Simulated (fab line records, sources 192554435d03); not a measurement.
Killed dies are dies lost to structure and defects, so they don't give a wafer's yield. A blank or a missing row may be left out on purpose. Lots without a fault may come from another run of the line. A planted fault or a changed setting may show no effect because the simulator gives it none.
Chamber matching | flow n5_finfet | N5_BEOL_M13_TRENCH_ETCH_34 on rie_diel-06: 4 sister chambers
The step etches SiOC in C4F8/O2/Ar, target depth 413.47 nm, time 162.6 s. 4 wafers are shown with their chamber, then 9 later ones without.

WAFERS WITH THEIR CHAMBER
wafer  | chamber | showerhead_plenum_p_Torr (Torr)
L081.3 | 1       | 3.33
L085.4 | 3       | 3.49
L088.2 | 2       | 3.54
L088.5 | 0       | 3.31

WAFERS WITHOUT THEIR CHAMBER
wafer  | showerhead_plenum_p_Torr (Torr)
L090.4 | 3.54
L090.5 | 3.54
L090.6 | 3.32
L092.4 | 3.54
L092.5 | 3.48
L092.6 | 3.30
L095.1 | 3.32
L095.3 | 3.30
L095.5 | 3.32

WHICH CHAMBER EACH WENT THROUGH
wafer  | from the rows above     | in truth
L090.4 | 2                       | 2
L090.5 | 2                       | 2
L090.6 | can't be placed: 0 or 1 | 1
L092.4 | 2                       | 2
L092.5 | 3                       | 3
L092.6 | 0                       | 0
L095.1 | can't be placed: 0 or 1 | 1
L095.3 | 0                       | 0
L095.5 | can't be placed: 0 or 1 | 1
Placed correctly: 6 of 9. Can't be placed from these rows: 3 (the true chamber is among the candidates in 3). Placed wrongly: 0.
How it was worked out, from the rows above alone: a wafer's distance from a chamber is the root of the sum, over the readings, of the square of ((its reading less the chamber's mean) divided by the reading's scatter). The wafer belongs to the nearest chamber; if the next one is less than 2 further off, it can't be placed. A chamber's mean is the mean of its shown wafers. The scatter: with one shown wafer a chamber, the root of the mean of the squares of how far each hidden wafer lies from its nearest shown one.
